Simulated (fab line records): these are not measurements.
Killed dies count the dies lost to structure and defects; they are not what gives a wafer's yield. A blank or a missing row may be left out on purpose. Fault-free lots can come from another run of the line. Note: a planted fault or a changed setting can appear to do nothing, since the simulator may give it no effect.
fab line records + flow n5_finfet + part 1 of 2: steps 1 to 4 of 6
[record]
- lots = 24
- wafers = 72
- last_day = 18
route steps=1938 shown BEOL_M13@1689 BEOL_M14@1730
lots that met no fault: from a run of the same line without faults
start_h: hours from the record's opening day to when the first of the lot's shown wafers began + wait_h: how many hours have passed since the lot's step before this one + " the same as in the row above + L1.1+2: a row that stands for several wafers + - value missing, or start not given + * or withheld: withheld + < > ~ a bound
route shown NAME@n: a module of which the file shows steps, and the number in the route of the first + usual: average and standard deviation across the fault-free wafers + same: alike in all rows + chamber/n: place in a boat + sites: the reading at each site + _std_site: the standard deviation of these + _edge_site: the outer-site mean with the inner-site mean subtracted + radius_mm: how far each site lies from the wafer's centre + mask NAME#n: copy n + behind: the most recent tool/chamber to have shaped the wafer + hold: what put the lot on hold/how long, in hours/how the hold closed + device: whichever transistor did not switch (one of n, p or np) + end of line: tests run on the same wafers once the route is complete + step lacking rows: just its recipe + killed: count of dies lost to structure and defects at first sort (not the wafer's yield) + map: per-die view of a wafer (x killed, . not killed, _ where there is no die)
set.NAME: the setting the step ran with; set.NAME@STEP: the setting that earlier step ran with + model.NAME: the simulator's own value behind a step, which no gauge read
one table for each step of the route and one row for each wafer, over a sample of lots
services: the hour from which a tool's chamber was out of use, counted from the record's first day as start_h (under 0 if before that day), plus the number of hours and why
[[steps]]
[step N5_BEOL_M13_CD_MEAS_28]
[recipe]
- target_cd_nm = 209.5
- landing_energy_ev = 500
- detector = se_inlens
[usual]
- cd_nm = 209.7/0.92
| lot.wafer | tool      | chamber | start_h | wait_h | cd_nm |
|-----------|-----------|---------|---------|--------|-------|
| L074.1    | cd_sem-03 | 0       | 242.94  | -      | 210.5 |
| L074.4    | "         | 0       | "       | "      | 210.1 |
| L074.5    | "         | 0       | "       | "      | 210.6 |
| L075.2    | cd_sem-02 | 0       | 245.42  | -      | 209.3 |
| L075.4    | "         | 0       | "       | "      | 210.0 |
| L075.6    | "         | 0       | "       | "      | 211.1 |
| L077.1    | cd_sem-02 | 0       | 260.45  | -      | 209.9 |
| L077.2    | "         | 0       | "       | "      | 209.0 |
| L077.5    | "         | 0       | "       | "      | 209.7 |
| L076.1    | cd_sem-01 | 0       | 260.97  | -      | 209.0 |
| L076.2    | "         | 0       | "       | "      | 210.3 |
| L076.4    | "         | 0       | "       | "      | 210.3 |
| L078.2    | cd_sem-01 | 0       | 264.81  | -      | 208.4 |
| L078.4    | "         | 0       | "       | "      | 209.2 |
| L078.6    | "         | 0       | "       | "      | 208.6 |
| L079.3    | cd_sem-03 | 0       | 266.59  | -      | 207.3 |
| L079.4    | "         | 0       | "       | "      | 208.2 |
| L079.6    | "         | 0       | "       | "      | 208.1 |
| L080.3    | cd_sem-02 | 0       | 277.20  | -      | 210.1 |
| L080.5    | "         | 0       | "       | "      | 210.7 |
| L080.6    | "         | 0       | "       | "      | 210.1 |
| L081.2    | cd_sem-02 | 0       | 279.13  | -      | 209.2 |
| L081.3    | "         | 0       | "       | "      | 209.9 |
| L081.4    | "         | 0       | "       | "      | 209.0 |
| L083.1    | cd_sem-02 | 0       | 282.51  | -      | 207.8 |
| L083.2    | "         | 0       | "       | "      | 208.9 |
| L083.3    | "         | 0       | "       | "      | 209.0 |
| L082.2    | cd_sem-03 | 0       | 283.14  | -      | 208.2 |
| L082.4    | "         | 0       | "       | "      | 208.5 |
| L082.6    | "         | 0       | "       | "      | 209.2 |
| L084.2    | cd_sem-02 | 0       | 301.11  | -      | 210.1 |
| L084.4    | "         | 0       | "       | "      | 209.7 |
| L084.5    | "         | 0       | "       | "      | 210.2 |
| L085.1    | cd_sem-03 | 0       | 308.12  | -      | 210.3 |
| L085.3    | "         | 0       | "       | "      | 211.5 |
| L085.5    | "         | 0       | "       | "      | 209.7 |
| L086.2    | cd_sem-02 | 0       | 310.24  | -      | 209.2 |
| L086.3    | "         | 0       | "       | "      | 210.2 |
| L086.6    | "         | 0       | "       | "      | 209.6 |
| L087.1    | cd_sem-03 | 0       | 314.50  | -      | 209.5 |
| L087.3    | "         | 0       | "       | "      | 209.9 |
| L087.6    | "         | 0       | "       | "      | 208.1 |
| L089.1    | cd_sem-03 | 0       | 326.17  | -      | 210.3 |
| L089.5    | "         | 0       | "       | "      | 210.4 |
| L089.6    | "         | 0       | "       | "      | 210.1 |
| L090.1    | cd_sem-02 | 0       | 327.92  | -      | 209.7 |
| L090.3    | "         | 0       | "       | "      | 209.6 |
| L090.4    | "         | 0       | "       | "      | 210.0 |
| L088.1    | cd_sem-03 | 0       | 335.87  | -      | 210.0 |
| L088.4    | "         | 0       | "       | "      | 211.4 |
| L088.6    | "         | 0       | "       | "      | 210.5 |
| L093.1    | cd_sem-01 | 0       | 340.93  | -      | 210.0 |
| L093.3    | "         | 0       | "       | "      | 210.5 |
| L093.4    | "         | 0       | "       | "      | 209.0 |
| L091.2    | cd_sem-01 | 0       | 349.12  | -      | 209.2 |
| L091.5    | "         | 0       | "       | "      | 209.1 |
| L091.6    | "         | 0       | "       | "      | 209.3 |
| L094.1    | cd_sem-02 | 0       | 356.55  | -      | 211.5 |
| L094.5    | "         | 0       | "       | "      | 211.3 |
| L094.6    | "         | 0       | "       | "      | 210.1 |
| L092.1    | cd_sem-02 | 0       | 357.13  | -      | 210.0 |
| L092.2    | "         | 0       | "       | "      | 209.1 |
| L092.4    | "         | 0       | "       | "      | 210.3 |
| L095.3    | cd_sem-02 | 0       | 357.71  | -      | 209.3 |
| L095.4    | "         | 0       | "       | "      | 209.0 |
| L095.6    | "         | 0       | "       | "      | 209.1 |
| L096.1    | cd_sem-03 | 0       | 375.32  | -      | 211.1 |
| L096.4    | "         | 0       | "       | "      | 210.7 |
| L096.5    | "         | 0       | "       | "      | 211.2 |
| L097.1    | cd_sem-01 | 0       | 387.79  | -      | 210.9 |
| L097.3    | "         | 0       | "       | "      | 210.7 |
| L097.5    | "         | 0       | "       | "      | 209.6 |
[step N5_BEOL_M13_SPUTTER_43]
[recipe]
- material = TaN
- target_thk_a = 150
- temp_c = 50
- bias_v = 168.6
- power_w = 15000
- chamber_pressure_pa = 0.12
- time_s = 24.19
[usual]
- throttle_valve_pct = 29.8/0.77
| lot.wafer | tool           | chamber | start_h | wait_h | throttle_valve_pct |
|-----------|----------------|---------|---------|--------|--------------------|
| L074.1    | pvd_sputter-03 | -       | 248.08  | 0.0    | 29.6               |
| L074.4    | "              | -       | "       | "      | 29.4               |
| L074.5    | "              | -       | "       | "      | 29.3               |
| L075.2    | pvd_sputter-03 | -       | 248.80  | 0.0    | 30.5               |
| L075.4    | "              | -       | "       | "      | 29.0               |
| L075.6    | "              | -       | "       | "      | 29.0               |
| L077.1    | pvd_sputter-02 | -       | 262.64  | 0.0    | 31.0               |
| L077.2    | "              | -       | "       | "      | 28.9               |
| L077.5    | "              | -       | "       | "      | 31.1               |
| L076.1    | pvd_sputter-02 | -       | 263.08  | 0.0    | 28.7               |
| L076.2    | "              | -       | "       | "      | 31.2               |
| L076.4    | "              | -       | "       | "      | 29.5               |
| L078.2    | pvd_sputter-02 | -       | 266.18  | 0.0    | 28.7               |
| L078.4    | "              | -       | "       | "      | 31.3               |
| L078.6    | "              | -       | "       | "      | 28.5               |
| L079.3    | pvd_sputter-02 | -       | 275.53  | 0.0    | 29.8               |
| L079.4    | "              | -       | "       | "      | 31.5               |
| L079.6    | "              | -       | "       | "      | 29.4               |
| L080.3    | pvd_sputter-02 | -       | 280.10  | 0.0    | 29.5               |
| L080.5    | "              | -       | "       | "      | 31.4               |
| L080.6    | "              | -       | "       | "      | 28.4               |
| L081.2    | pvd_sputter-02 | -       | 281.81  | 0.0    | 30.1               |
| L081.3    | "              | -       | "       | "      | 28.9               |
| L081.4    | "              | -       | "       | "      | 31.4               |
| L083.1    | pvd_sputter-03 | -       | 285.45  | 0.0    | 30.2               |
| L083.2    | "              | -       | "       | "      | 29.3               |
| L083.3    | "              | -       | "       | "      | 29.3               |
| L082.2    | pvd_sputter-01 | -       | 288.88  | 0.0    | 29.7               |
| L082.4    | "              | -       | "       | "      | 30.1               |
| L082.6    | "              | -       | "       | "      | 31.0               |
| L084.2    | pvd_sputter-01 | -       | 302.94  | 0.0    | 30.4               |
| L084.4    | "              | -       | "       | "      | 29.7               |
| L084.5    | "              | -       | "       | "      | 29.7               |
| L085.1    | pvd_sputter-03 | -       | 309.26  | 0.0    | 29.4               |
| L085.3    | "              | -       | "       | "      | 29.0               |
| L085.5    | "              | -       | "       | "      | 29.5               |
| L086.2    | pvd_sputter-03 | -       | 311.82  | 0.0    | 29.0               |
| L086.3    | "              | -       | "       | "      | 29.5               |
| L086.6    | "              | -       | "       | "      | 29.3               |
| L087.1    | pvd_sputter-02 | -       | 315.67  | 0.0    | 30.1               |
| L087.3    | "              | -       | "       | "      | 29.3               |
| L087.6    | "              | -       | "       | "      | 30.1               |
| L089.1    | pvd_sputter-02 | -       | 327.73  | 0.0    | 31.2               |
| L089.5    | "              | -       | "       | "      | 29.1               |
| L089.6    | "              | -       | "       | "      | 28.7               |
| L090.1    | pvd_sputter-03 | -       | 332.13  | 0.0    | 30.5               |
| L090.3    | "              | -       | "       | "      | 29.7               |
| L090.4    | "              | -       | "       | "      | 29.0               |
| L088.1    | pvd_sputter-02 | -       | 337.24  | 0.0    | 31.4               |
| L088.4    | "              | -       | "       | "      | 30.0               |
| L088.6    | "              | -       | "       | "      | 31.1               |
| L093.1    | pvd_sputter-03 | -       | 342.63  | 0.0    | 29.1               |
| L093.3    | "              | -       | "       | "      | 29.3               |
| L093.4    | "              | -       | "       | "      | 30.4               |
| L091.2    | pvd_sputter-03 | -       | 352.95  | 0.0    | 30.3               |
| L091.5    | "              | -       | "       | "      | 30.3               |
| L091.6    | "              | -       | "       | "      | 29.3               |
| L094.1    | pvd_sputter-01 | -       | 359.34  | 0.0    | 30.9               |
| L094.5    | "              | -       | "       | "      | 29.2               |
| L094.6    | "              | -       | "       | "      | 31.2               |
| L092.1    | pvd_sputter-03 | -       | 360.09  | 0.0    | 29.2               |
| L092.2    | "              | -       | "       | "      | 29.5               |
| L092.4    | "              | -       | "       | "      | 29.5               |
| L095.3    | pvd_sputter-01 | -       | 362.32  | 0.0    | 30.2               |
| L095.4    | "              | -       | "       | "      | 31.2               |
| L095.6    | "              | -       | "       | "      | 30.5               |
| L096.1    | pvd_sputter-03 | -       | 377.21  | 0.0    | 29.7               |
| L096.4    | "              | -       | "       | "      | 29.1               |
| L096.5    | "              | -       | "       | "      | 29.6               |
| L097.1    | pvd_sputter-01 | -       | 392.44  | 0.0    | 29.6               |
| L097.3    | "              | -       | "       | "      | 29.7               |
| L097.5    | "              | -       | "       | "      | 31.2               |
[step N5_BEOL_M13_CMP_49]
[recipe]
- stop_on = SiOC
- t_overpolish_s = 17.1
- down_force_psi = 1
- platen_rpm = 50
- clearing_platen_down_force_psi = 1.5
- clearing_platen_rpm = 50
- post_cmp_clean = cu_alkaline
- target_thk_nm = 420
- clearing_platen_pad_velocity_m_s = 0.99484
- pad_velocity_m_s = 0.99484
[usual]
- barrier_field_endpoint_s = 30.5/0.69
- motor_current_A = 5.9/0.63
- overpolish_run_s = 17.100/0.0092
| lot.wafer | tool   | chamber | start_h | wait_h | barrier_field_endpoint_s | motor_current_A | overpolish_run_s |
|-----------|--------|---------|---------|--------|--------------------------|-----------------|------------------|
| L074.1    | cmp-01 | 3       | 248.81  | 0.3    | 30.8                     | 5.5             | 17.089           |
| L074.4    | "      | 1       | "       | "      | 31.1                     | 5.6             | 17.101           |
| L074.5    | "      | 0       | "       | "      | 31.9                     | 6.0             | 17.106           |
| L075.4    | cmp-04 | 0       | 249.65  | 0.2    | 30.5                     | 7.5             | 17.116           |
| L075.2    | "      | 3       | "       | "      | 30.2                     | 5.3             | 17.105           |
| L075.6    | "      | 1       | "       | "      | 29.9                     | 5.5             | 17.078           |
| L077.1    | cmp-04 | 0       | 265.95  | 0.3    | 30.8                     | 7.5             | 17.105           |
| L077.2    | "      | 2       | "       | "      | 31.5                     | 6.0             | 17.112           |
| L077.5    | "      | 1       | "       | "      | 30.3                     | 5.3             | 17.091           |
| L076.2    | cmp-01 | 0       | 266.08  | 0.2    | 31.5                     | 5.9             | 17.090           |
| L076.4    | "      | 1       | "       | "      | 30.8                     | 5.5             | 17.095           |
| L076.1    | "      | 2       | "       | "      | 30.3                     | 6.0             | 17.100           |
| L078.2    | cmp-02 | 0       | 267.47  | 0.3    | 29.5                     | 6.6             | 17.102           |
| L078.4    | "      | 1       | "       | "      | 30.5                     | 5.2             | 17.096           |
| L078.6    | "      | 3       | "       | "      | 29.7                     | 5.8             | 17.100           |
| L079.3    | cmp-02 | 1       | 276.34  | 0.2    | 30.3                     | 5.1             | 17.116           |
| L079.4    | "      | 3       | "       | "      | 29.9                     | 5.7             | 17.092           |
| L079.6    | "      | 2       | "       | "      | 29.4                     | 5.7             | 17.090           |
| L080.3    | cmp-01 | 3       | 280.98  | 0.3    | 30.4                     | 5.5             | 17.107           |
| L080.6    | "      | 0       | "       | "      | 31.5                     | 6.2             | 17.094           |
| L080.5    | "      | 1       | "       | "      | 30.4                     | 5.7             | 17.099           |
| L081.3    | cmp-04 | 0       | 282.55  | 0.2    | 30.2                     | 7.6             | 17.098           |
| L081.2    | "      | 1       | "       | "      | 30.0                     | 5.2             | 17.102           |
| L081.4    | "      | 2       | "       | "      | 31.3                     | 6.1             | 17.117           |
| L083.1    | cmp-04 | 2       | 286.24  | 0.3    | 30.1                     | 6.1             | 17.105           |
| L083.3    | "      | 3       | "       | "      | 30.2                     | 5.5             | 17.096           |
| L083.2    | "      | 0       | "       | "      | 29.8                     | 7.4             | 17.086           |
| L082.4    | cmp-02 | 3       | 289.62  | 0.1    | 30.8                     | 6.0             | 17.105           |
| L082.2    | "      | 0       | "       | "      | 30.9                     | 6.5             | 17.112           |
| L082.6    | "      | 0       | "       | "      | 31.4                     | 6.7             | 17.099           |
| L084.4    | cmp-01 | 1       | 303.75  | 0.2    | 29.2                     | 5.8             | 17.090           |
| L084.2    | "      | 3       | "       | "      | 29.2                     | 5.5             | 17.093           |
| L084.5    | "      | 1       | "       | "      | 29.1                     | 5.6             | 17.094           |
| L085.3    | cmp-01 | 1       | 310.10  | 0.2    | 29.6                     | 5.9             | 17.099           |
| L085.1    | "      | 2       | "       | "      | 30.8                     | 5.8             | 17.103           |
| L085.5    | "      | 2       | "       | "      | 30.9                     | 5.8             | 17.095           |
| L086.3    | cmp-02 | 3       | 312.56  | 0.2    | 31.0                     | 5.8             | 17.116           |
| L086.2    | "      | 1       | "       | "      | 31.0                     | 5.2             | 17.116           |
| L086.6    | "      | 3       | "       | "      | 30.6                     | 6.0             | 17.093           |
| L087.3    | cmp-01 | 2       | 316.47  | 0.2    | 30.1                     | 5.7             | 17.095           |
| L087.1    | "      | 0       | "       | "      | 30.9                     | 5.6             | 17.087           |
| L087.6    | "      | 2       | "       | "      | 30.2                     | 6.0             | 17.095           |
| L089.1    | cmp-02 | 3       | 328.49  | 0.3    | 31.4                     | 5.9             | 17.093           |
| L089.5    | "      | 3       | "       | "      | 30.5                     | 5.6             | 17.117           |
| L089.6    | "      | 0       | "       | "      | 30.1                     | 6.9             | 17.109           |
| L090.1    | cmp-02 | 2       | 333.03  | 0.3    | 30.7                     | 5.4             | 17.104           |
| L090.3    | "      | 0       | "       | "      | 30.3                     | 6.5             | 17.096           |
| L090.4    | "      | 1       | "       | "      | 31.1                     | 4.9             | 17.103           |
| L088.1    | cmp-04 | 2       | 338.36  | 0.3    | 31.2                     | 6.4             | 17.102           |
| L088.4    | "      | 3       | "       | "      | 29.2                     | 5.1             | 17.095           |
| L088.6    | "      | 2       | "       | "      | 30.5                     | 6.2             | 17.101           |
| L093.3    | cmp-01 | 2       | 343.38  | 0.2    | 30.6                     | 5.8             | 17.101           |
| L093.4    | "      | 0       | "       | "      | 30.4                     | 6.3             | 17.090           |
| L093.1    | "      | 1       | "       | "      | 30.5                     | 5.6             | 17.106           |
| L091.2    | cmp-01 | 0       | 354.04  | 0.3    | 30.5                     | 6.4             | 17.116           |
| L091.6    | "      | 1       | "       | "      | 28.4                     | 5.6             | 17.091           |
| L091.5    | "      | 2       | "       | "      | 29.1                     | 5.8             | 17.111           |
| L094.1    | cmp-04 | 2       | 360.26  | 0.4    | 30.3                     | 6.3             | 17.093           |
| L094.6    | "      | 3       | "       | "      | 30.5                     | 5.1             | 17.098           |
| L094.5    | "      | 0       | "       | "      | 31.0                     | 7.6             | 17.108           |
| L092.1    | cmp-04 | 2       | 360.87  | 0.3    | 30.2                     | 6.2             | 17.103           |
| L092.4    | "      | 3       | "       | "      | 29.2                     | 5.1             | 17.095           |
| L092.2    | "      | 0       | "       | "      | 29.9                     | 7.7             | 17.111           |
| L095.3    | cmp-02 | 0       | 363.05  | 0.2    | 31.0                     | 6.5             | 17.105           |
| L095.4    | "      | 1       | "       | "      | 31.9                     | 5.3             | 17.089           |
| L095.6    | "      | 1       | "       | "      | 31.8                     | 5.0             | 17.110           |
| L096.4    | cmp-02 | 0       | 377.95  | 0.1    | 31.0                     | 6.5             | 17.111           |
| L096.1    | "      | 3       | "       | "      | 31.5                     | 5.9             | 17.081           |
| L096.5    | "      | 0       | "       | "      | 31.0                     | 6.7             | 17.107           |
| L097.1    | cmp-01 | 2       | 393.32  | 0.3    | 30.7                     | 6.0             | 17.099           |
| L097.3    | "      | 3       | "       | "      | 31.1                     | 5.1             | 17.103           |
| L097.5    | "      | 3       | "       | "      | 30.5                     | 5.7             | 17.097           |
[step N5_BEOL_M14_ETCH_59]
[recipe]
- chemistry = N2/H2
- target = BARC
- target_depth_a = 890
- overetch_a = 267
- time_s = 67.9
- ion_energy_ev = 200
- pressure_mtorr = 30
- source_w = 840
- bias_w = 150
- n2_flow_sccm = 200
- h2_flow_sccm = 200
[usual]
- drypump_motor_current_A = 5.6/0.43
- oes_product_au = 0.70/0.055
- rf_vpp_V = 523.7/2.6
- showerhead_plenum_p_Torr = 2.53/0.093
- throttle_valve_pct = 17.83/0.18
| lot.wafer | tool        | chamber | start_h | wait_h | drypump_motor_current_A | oes_product_au | rf_hours_counter_h | rf_vpp_V | showerhead_plenum_p_Torr | throttle_valve_pct |
|-----------|-------------|---------|---------|--------|-------------------------|----------------|--------------------|----------|--------------------------|--------------------|
| L074.1    | rie_diel-05 | 2       | 249.93  | 0.0    | 5.7                     | 0.70           | 92                 | 521.6    | 2.45                     | 18.07              |
| L074.4    | "           | 3       | "       | "      | 5.0                     | 0.71           | 51                 | 527.7    | 2.69                     | 17.62              |
| L074.5    | "           | 3       | "       | "      | 5.0                     | 0.72           | -                  | 527.4    | 2.69                     | 17.61              |
| L075.2    | rie_diel-05 | 1       | 250.76  | 0.0    | 6.1                     | 0.74           | 42                 | 525.7    | 2.58                     | 17.59              |
| L075.4    | "           | 2       | "       | "      | 5.7                     | 0.70           | 93                 | 522.9    | 2.46                     | 18.08              |
| L075.6    | "           | 3       | "       | "      | 5.0                     | 0.72           | -                  | 529.1    | 2.69                     | 17.64              |
| L077.1    | rie_diel-05 | 3       | 267.09  | 0.0    | 5.0                     | 0.71           | 57                 | 528.0    | 2.69                     | 17.63              |
| L077.2    | "           | 1       | "       | "      | 6.1                     | 0.73           | 49                 | 525.5    | 2.57                     | 17.62              |
| L077.5    | "           | 2       | "       | "      | 5.7                     | 0.70           | -                  | 521.0    | 2.45                     | 18.08              |
| L076.1    | rie_diel-01 | 0       | 267.49  | 0.0    | 6.2                     | 0.84           | 1                  | 521.5    | 2.51                     | 17.93              |
| L076.2    | "           | 3       | "       | "      | 5.4                     | 0.66           | 131                | 521.4    | 2.44                     | 17.64              |
| L076.4    | "           | 3       | "       | "      | 5.4                     | 0.66           | -                  | 521.4    | 2.44                     | 17.65              |
| L078.2    | rie_diel-06 | 2       | 268.79  | 0.0    | 5.8                     | 0.60           | 241                | 523.2    | 2.51                     | 18.11              |
| L078.4    | "           | 0       | "       | "      | 4.8                     | 0.69           | 89                 | 528.3    | 2.67                     | 17.95              |
| L078.6    | "           | 2       | "       | "      | 5.8                     | 0.60           | -                  | 523.1    | 2.51                     | 18.09              |
| L079.3    | rie_diel-05 | 3       | 277.53  | 0.0    | 5.0                     | 0.71           | 62                 | 527.2    | 2.69                     | 17.65              |
| L079.4    | "           | 1       | "       | "      | 6.1                     | 0.73           | 53                 | 526.2    | 2.57                     | 17.60              |
| L079.6    | "           | 1       | "       | "      | 6.1                     | 0.73           | -                  | 524.5    | 2.57                     | 17.61              |
| L080.3    | rie_diel-06 | 1       | 282.10  | 0.0    | 6.2                     | 0.71           | 80                 | 528.6    | 2.69                     | 18.02              |
| L080.5    | "           | 2       | "       | "      | 5.8                     | 0.60           | -                  | 521.5    | 2.50                     | 18.10              |
| L080.6    | "           | 1       | "       | "      | 6.2                     | 0.70           | -                  | 527.3    | 2.69                     | 18.05              |
| L081.2    | rie_diel-06 | 2       | 283.65  | 0.0    | 5.8                     | 0.59           | 245                | 522.4    | 2.50                     | 18.12              |
| L081.3    | "           | 1       | "       | "      | 6.2                     | 0.70           | 80                 | 527.9    | 2.69                     | 18.06              |
| L081.4    | "           | 3       | "       | "      | 5.7                     | 0.78           | 18                 | 525.0    | 2.59                     | 17.87              |
| L083.1    | rie_diel-01 | 3       | 287.51  | 0.0    | 5.3                     | 0.66           | 141                | 521.0    | 2.44                     | 17.69              |
| L083.2    | "           | 0       | "       | "      | 6.2                     | 0.78           | 11                 | 524.5    | 2.51                     | 17.97              |
| L083.3    | "           | 1       | "       | "      | 5.7                     | 0.86           | 0                  | 522.7    | 2.49                     | 17.62              |
| L082.2    | rie_diel-01 | 0       | 290.80  | 0.0    | 6.2                     | 0.78           | 13                 | 522.1    | 2.51                     | 17.93              |
| L082.4    | "           | 1       | "       | "      | 5.7                     | 0.85           | 1                  | 521.0    | 2.49                     | 17.61              |
| L082.6    | "           | 3       | "       | "      | 5.4                     | 0.66           | -                  | 521.6    | 2.44                     | 17.67              |
| L084.2    | rie_diel-06 | 0       | 305.46  | 0.0    | 4.8                     | 0.69           | 103                | 526.3    | 2.66                     | 17.95              |
| L084.4    | "           | 0       | "       | "      | 4.8                     | 0.69           | -                  | 527.4    | 2.66                     | 17.97              |
| L084.5    | "           | 1       | "       | "      | 6.2                     | 0.70           | -                  | 527.4    | 2.68                     | 18.06              |
| L085.1    | rie_diel-05 | 1       | 311.42  | 0.0    | 6.1                     | 0.72           | 66                 | 524.5    | 2.57                     | 17.64              |
| L085.3    | "           | 3       | "       | "      | 5.0                     | 0.69           | 74                 | 526.7    | 2.68                     | 17.64              |
| L085.5    | "           | 2       | "       | "      | 5.6                     | 0.69           | -                  | 523.8    | 2.45                     | 18.11              |
| L086.2    | rie_diel-05 | 3       | 313.66  | 0.0    | 5.0                     | 0.69           | 75                 | 528.4    | 2.68                     | 17.66              |
| L086.3    | "           | 1       | "       | "      | 6.1                     | 0.71           | 67                 | 524.3    | 2.57                     | 17.62              |
| L086.6    | "           | 0       | "       | "      | 5.5                     | 0.69           | -                  | 522.7    | 2.46                     | 17.67              |
| L087.1    | rie_diel-05 | 1       | 317.63  | 0.0    | 6.1                     | 0.71           | 68                 | 523.3    | 2.57                     | 17.64              |
| L087.3    | "           | 3       | "       | "      | 5.0                     | 0.69           | 76                 | 527.9    | 2.68                     | 17.66              |
| L087.6    | "           | 3       | "       | "      | 5.0                     | 0.70           | -                  | 527.7    | 2.68                     | 17.66              |
| L089.1    | rie_diel-01 | 3       | 329.66  | 0.0    | 5.4                     | 0.64           | 157                | 521.2    | 2.43                     | 17.69              |
| L089.5    | "           | 2       | "       | "      | 5.3                     | 0.63           | -                  | 519.9    | 2.43                     | 17.88              |
| L089.6    | "           | 1       | "       | "      | 5.7                     | 0.80           | -                  | 522.7    | 2.49                     | 17.65              |
| L090.1    | rie_diel-05 | 1       | 334.14  | 0.0    | 6.1                     | 0.71           | 73                 | 524.4    | 2.56                     | 17.65              |
| L090.3    | "           | 3       | "       | "      | 4.9                     | 0.69           | 81                 | 527.8    | 2.68                     | 17.66              |
| L090.4    | "           | 2       | "       | "      | 5.7                     | 0.69           | 123                | 520.6    | 2.44                     | 18.12              |
| L088.1    | rie_diel-01 | 1       | 339.47  | 0.0    | 5.6                     | 0.79           | 16                 | 522.5    | 2.48                     | 17.65              |
| L088.4    | "           | 0       | "       | "      | 6.2                     | 0.76           | -                  | 523.0    | 2.50                     | 17.97              |
| L088.6    | "           | 2       | "       | "      | 5.3                     | 0.62           | -                  | 521.0    | 2.42                     | 17.91              |
| L093.1    | rie_diel-05 | 1       | 344.97  | 0.0    | 6.1                     | 0.70           | 78                 | 525.1    | 2.56                     | 17.66              |
| L093.3    | "           | 2       | "       | "      | 5.7                     | 0.68           | 127                | 521.2    | 2.44                     | 18.13              |
| L093.4    | "           | 3       | "       | "      | 5.0                     | 0.69           | 86                 | 526.4    | 2.68                     | 17.66              |
| L091.2    | rie_diel-05 | 0       | 355.03  | 0.0    | 5.5                     | 0.68           | 101                | 520.2    | 2.45                     | 17.70              |
| L091.5    | "           | 1       | "       | "      | 6.1                     | 0.70           | -                  | 524.9    | 2.56                     | 17.68              |
| L091.6    | "           | 0       | "       | "      | 5.5                     | 0.67           | -                  | 521.8    | 2.45                     | 17.69              |
| L094.1    | rie_diel-06 | 1       | 361.25  | 0.0    | 6.2                     | 0.67           | 111                | 526.3    | 2.67                     | 18.10              |
| L094.5    | "           | 3       | "       | "      | 5.7                     | 0.73           | -                  | 525.2    | 2.58                     | 17.91              |
| L094.6    | "           | 0       | "       | "      | 4.8                     | 0.67           | -                  | 528.0    | 2.65                     | 18.00              |
| L092.1    | rie_diel-01 | 0       | 361.97  | 0.0    | 6.2                     | 0.74           | 39                 | 521.8    | 2.49                     | 17.98              |
| L092.2    | "           | 2       | "       | "      | 5.3                     | 0.61           | 188                | 519.9    | 2.42                     | 17.93              |
| L092.4    | "           | 1       | "       | "      | 5.7                     | 0.78           | 23                 | 521.5    | 2.48                     | 17.66              |
| L095.3    | rie_diel-05 | 3       | 364.29  | 0.0    | 5.0                     | 0.68           | 93                 | 528.5    | 2.67                     | 17.68              |
| L095.4    | "           | 2       | "       | "      | 5.6                     | 0.67           | 133                | 520.9    | 2.44                     | 18.15              |
| L095.6    | "           | 0       | "       | "      | 5.5                     | 0.66           | -                  | 520.4    | 2.45                     | 17.71              |
| L096.1    | rie_diel-01 | 1       | 379.31  | 0.0    | 5.7                     | 0.78           | 28                 | 523.2    | 2.48                     | 17.70              |
| L096.4    | "           | 3       | "       | "      | 5.4                     | 0.63           | 172                | 520.6    | 2.43                     | 17.71              |
| L096.5    | "           | 1       | "       | "      | 5.7                     | 0.77           | -                  | 522.1    | 2.48                     | 17.67              |
| L097.1    | rie_diel-06 | 0       | 394.58  | 0.0    | 4.8                     | 0.66           | 140                | 526.9    | 2.65                     | 18.02              |
| L097.3    | "           | 2       | "       | "      | 5.8                     | 0.76           | 23                 | 521.9    | 2.49                     | 17.75              |
| L097.5    | "           | 1       | "       | "      | 6.2                     | 0.66           | -                  | 528.2    | 2.67                     | 18.12              |
